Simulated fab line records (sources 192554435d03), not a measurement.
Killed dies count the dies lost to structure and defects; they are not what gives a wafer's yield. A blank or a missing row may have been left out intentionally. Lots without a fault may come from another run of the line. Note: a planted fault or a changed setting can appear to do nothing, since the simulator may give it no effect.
Matching of chambers :: flow n5-finfet :: N5_BEOL_M4_STRIP_19 on rie-diel-03 has 4 sister chambers
The step strips in O2. 8 wafers are shown with their chamber, then 8 later ones without.

== EACH WAFER AND ITS CHAMBER ==
wafer: L074.2
chamber: 1
showerhead-plenum-p-Torr (Torr): 2.13
drypump-motor-current-A (A): 5.46

wafer: L085.1
chamber: 3
showerhead-plenum-p-Torr (Torr): 2.13
drypump-motor-current-A (A): 5.23

wafer: L085.2
chamber: 2
showerhead-plenum-p-Torr (Torr): 1.91
drypump-motor-current-A (A): 5.61

wafer: L085.5
chamber: 1
showerhead-plenum-p-Torr (Torr): 2.12
drypump-motor-current-A (A): 5.46

wafer: L086.2
chamber: 3
showerhead-plenum-p-Torr (Torr): 2.13
drypump-motor-current-A (A): 5.25

wafer: L086.4
chamber: 2
showerhead-plenum-p-Torr (Torr): 1.91
drypump-motor-current-A (A): 5.60

wafer: L086.6
chamber: 0
showerhead-plenum-p-Torr (Torr): 2.09
drypump-motor-current-A (A): 5.46

wafer: L093.1
chamber: 0
showerhead-plenum-p-Torr (Torr): 2.08
drypump-motor-current-A (A): 5.45

== WAFERS WHOSE CHAMBER IS MISSING ==
wafer: L093.2
showerhead-plenum-p-Torr (Torr): 1.90
drypump-motor-current-A (A): 5.61

wafer: L093.5
showerhead-plenum-p-Torr (Torr): 2.08
drypump-motor-current-A (A): 5.45

wafer: L095.1
showerhead-plenum-p-Torr (Torr): 2.12
drypump-motor-current-A (A): 5.31

wafer: L095.2
showerhead-plenum-p-Torr (Torr): 2.11
drypump-motor-current-A (A): 5.45

wafer: L095.3
showerhead-plenum-p-Torr (Torr): 1.90
drypump-motor-current-A (A): 5.58

wafer: L095.4
showerhead-plenum-p-Torr (Torr): 2.12
drypump-motor-current-A (A): 5.27

wafer: L095.5
showerhead-plenum-p-Torr (Torr): 2.11
drypump-motor-current-A (A): 5.43

wafer: L095.6
showerhead-plenum-p-Torr (Torr): 1.90
drypump-motor-current-A (A): 5.59

== THE CHAMBER EACH PASSED THROUGH ==
wafer: L093.2
from the rows above: 2
in truth: 2

wafer: L093.5
from the rows above: 0
in truth: 0

wafer: L095.1
from the rows above: 3
in truth: 3

wafer: L095.2
from the rows above: can't be placed: 1 or 0
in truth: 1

wafer: L095.3
from the rows above: 2
in truth: 2

wafer: L095.4
from the rows above: 3
in truth: 3

wafer: L095.5
from the rows above: can't be placed: 1 or 0
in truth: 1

wafer: L095.6
from the rows above: 2
in truth: 2
6 of 8 placed correctly. Not placeable from these rows: 2 (in 2, the candidates include the true chamber). 0 placed wrongly.
How it was worked out, from the rows above alone: a wafer's distance from a chamber is the root of the sum, over the readings, of the square of ((its reading less the chamber's mean) divided by the reading's scatter). If the next closest chamber is less than 2 further off than the closest, the wafer can't be placed; otherwise it belongs to the closest. For every chamber, the mean is computed from those of its wafers that are shown. The scatter is the square root of a quotient: the sum, over the shown wafers, of each reading's squared deviation from its chamber's mean, divided by wafers minus chambers.
